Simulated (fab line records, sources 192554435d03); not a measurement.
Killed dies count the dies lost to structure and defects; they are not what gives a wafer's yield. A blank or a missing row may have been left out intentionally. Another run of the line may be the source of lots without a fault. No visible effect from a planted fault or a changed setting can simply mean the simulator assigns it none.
Chamber matching / flow n5Finfet / N5_BEOL_M12_CMP_49 on cmp-03 has 4 sister chambers
The step polishes, stops on SiOC, t overpolish 20.6 s, target thk 320 nm. 8 wafers are shown with their chamber, then 9 later ones without.

WAFERS PAIRED WITH THEIR CHAMBERS
wafer=L077.2; chamber=2; motorCurrentA (A)=5.3; barrierFieldEndpointS (s)=30.1
wafer=L079.1; chamber=0; motorCurrentA (A)=6.9; barrierFieldEndpointS (s)=32.5
wafer=L079.3; chamber=1; motorCurrentA (A)=5.1; barrierFieldEndpointS (s)=30.4
wafer=L083.5; chamber=1; motorCurrentA (A)=5.1; barrierFieldEndpointS (s)=30.3
wafer=L083.6; chamber=2; motorCurrentA (A)=5.6; barrierFieldEndpointS (s)=31.2
wafer=L089.4; chamber=3; motorCurrentA (A)=5.7; barrierFieldEndpointS (s)=30.0
wafer=L089.5; chamber=0; motorCurrentA (A)=7.1; barrierFieldEndpointS (s)=30.7
wafer=L089.6; chamber=3; motorCurrentA (A)=5.7; barrierFieldEndpointS (s)=29.3

WAFERS WHOSE CHAMBER IS MISSING
wafer=L091.3; motorCurrentA (A)=5.5; barrierFieldEndpointS (s)=31.4
wafer=L091.5; motorCurrentA (A)=6.5; barrierFieldEndpointS (s)=31.9
wafer=L091.6; motorCurrentA (A)=5.2; barrierFieldEndpointS (s)=30.2
wafer=L095.1; motorCurrentA (A)=5.5; barrierFieldEndpointS (s)=31.4
wafer=L095.4; motorCurrentA (A)=6.7; barrierFieldEndpointS (s)=31.6
wafer=L095.5; motorCurrentA (A)=6.8; barrierFieldEndpointS (s)=31.8
wafer=L096.1; motorCurrentA (A)=5.5; barrierFieldEndpointS (s)=30.1
wafer=L096.2; motorCurrentA (A)=5.2; barrierFieldEndpointS (s)=30.2
wafer=L096.5; motorCurrentA (A)=5.4; barrierFieldEndpointS (s)=30.7

WHICH CHAMBER EACH ONE RAN IN
wafer=L091.3; from the rows above=can't be placed: 2 or 3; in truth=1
wafer=L091.5; from the rows above=0; in truth=0
wafer=L091.6; from the rows above=can't be placed: 1 or 2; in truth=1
wafer=L095.1; from the rows above=can't be placed: 2 or 3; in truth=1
wafer=L095.4; from the rows above=0; in truth=0
wafer=L095.5; from the rows above=0; in truth=0
wafer=L096.1; from the rows above=can't be placed: 2 or 3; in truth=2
wafer=L096.2; from the rows above=can't be placed: 1 or 2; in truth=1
wafer=L096.5; from the rows above=can't be placed: 2 or 1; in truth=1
Placed correctly: 3 of 9. Cannot be placed on the basis of these rows: 6; the candidates contain the true chamber in 4. Wrongly placed: 0.
How it was worked out, from the rows above alone: a wafer's distance from a chamber is the root of the sum, over the readings, of the square of ((its reading less the chamber's mean) divided by the reading's scatter). If the next closest chamber is less than 2 further off than the closest, the wafer can't be placed; otherwise it belongs to the closest. For every chamber, the mean is computed from those of its wafers that are shown. The scatter is the square root of a quotient: the sum, over the shown wafers, of each reading's squared deviation from its chamber's mean, divided by wafers minus chambers.
